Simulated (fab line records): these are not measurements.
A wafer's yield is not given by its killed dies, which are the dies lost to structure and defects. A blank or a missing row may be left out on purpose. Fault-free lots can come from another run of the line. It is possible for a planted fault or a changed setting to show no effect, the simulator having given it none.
Which of the tools did it? :: flow nand_harc :: 21 wafers from 7 lots sampled at 3 of the route's 1302 steps

## WHAT EACH GAUGE READ, for each wafer
NHARC_A_CHANNEL_FILL_D2_THK_MEAS_06: measures by ellipsometry.
lot: L821
measured: day 16 19:25
on: film_metro-01
thk_nm (nm): 5.0 4.9 4.8

lot: L827
measured: day 19 03:26
on: film_metro-01
thk_nm (nm): 3.3 5.9 3.9

lot: L832
measured: day 20 22:27
on: film_metro-02
thk_nm (nm): 4.3 6.2 4.7

lot: L833
measured: day 21 17:25
on: film_metro-01
thk_nm (nm): 5.8 5.7 4.5

lot: L835
measured: day 22 16:45
on: film_metro-02
thk_nm (nm): 3.9 5.3 4.5

lot: L837
measured: day 23 13:25
on: film_metro-02
thk_nm (nm): 5.6 4.7 4.4

lot: L838
measured: day 24 05:03
on: film_metro-02
thk_nm (nm): 5.4 7.5 4.1

## EACH LOT AND THE TOOL THAT RAN IT (in order: tool; ch and the chambers of the sampled wafers; start)
lot: L821
NHARC_A_CHANNEL_HOLE_D2_STRIP_28: rie_diel-04 ch 1,2,3, day 16 19:25 or earlier
NHARC_A_CHANNEL_FILL_D2_ALD_15: ald_sin_batch-02 ch 0, day 16 19:25 or earlier

lot: L827
NHARC_A_CHANNEL_HOLE_D2_STRIP_28: rie_diel-04 ch 0,3, day 17 21:35 or earlier
NHARC_A_CHANNEL_FILL_D2_ALD_15: ald_sin_batch-01 ch 0, day 17 21:35

lot: L832
NHARC_A_CHANNEL_HOLE_D2_STRIP_28: rie_diel-04 ch 1,2, day 20 22:27 or earlier
NHARC_A_CHANNEL_FILL_D2_ALD_15: ald_sin_batch-02 ch 0, day 20 22:27 or earlier

lot: L833
NHARC_A_CHANNEL_HOLE_D2_STRIP_28: rie_diel-04 ch 2,3, day 21 17:25 or earlier
NHARC_A_CHANNEL_FILL_D2_ALD_15: ald_sin_batch-03 ch 0, day 21 17:25 or earlier

lot: L835
NHARC_A_CHANNEL_HOLE_D2_STRIP_28: rie_diel-12 ch 0,2,3, day 22 16:45 or earlier
NHARC_A_CHANNEL_FILL_D2_ALD_15: ald_sin_batch-02 ch 0, day 22 16:45 or earlier

lot: L837
NHARC_A_CHANNEL_HOLE_D2_STRIP_28: rie_diel-04 ch 0,3, day 23 13:25 or earlier
NHARC_A_CHANNEL_FILL_D2_ALD_15: ald_sin_batch-03 ch 0, day 23 13:25 or earlier

lot: L838
NHARC_A_CHANNEL_HOLE_D2_STRIP_28: rie_diel-03 ch 2,3, day 24 05:03 or earlier
NHARC_A_CHANNEL_FILL_D2_ALD_15: ald_sin_batch-02 ch 0, day 24 05:03 or earlier
- NHARC_A_CHANNEL_HOLE_D2_STRIP_28: strips in O2.
- NHARC_A_CHANNEL_FILL_D2_ALD_15: deposits SiNx, target thk 2 nm, pulse time 60 s, ald cycles 19.

## THE ANSWER, worked out from the rows above alone
Rule: usual is defined by the lots themselves. Put in order of their means at a reading, lots are off if they are a third of the lots or fewer, leave a main group of 4 or more, and stand apart from it by a gap of 3 or more times the standard deviation of the main group's means; of several such gaps the widest counts. If all means in a main group match to the digits the tables above print for the reading, that group is not used. A lot without any number at a reading at which 4 lots or more have one is off too. Where the step has rows for the other lots, those lots are counted as sound.
None of the lots is off at any reading shown; this tells nothing.

## WHAT THE SIMULATOR HAD PUT IN
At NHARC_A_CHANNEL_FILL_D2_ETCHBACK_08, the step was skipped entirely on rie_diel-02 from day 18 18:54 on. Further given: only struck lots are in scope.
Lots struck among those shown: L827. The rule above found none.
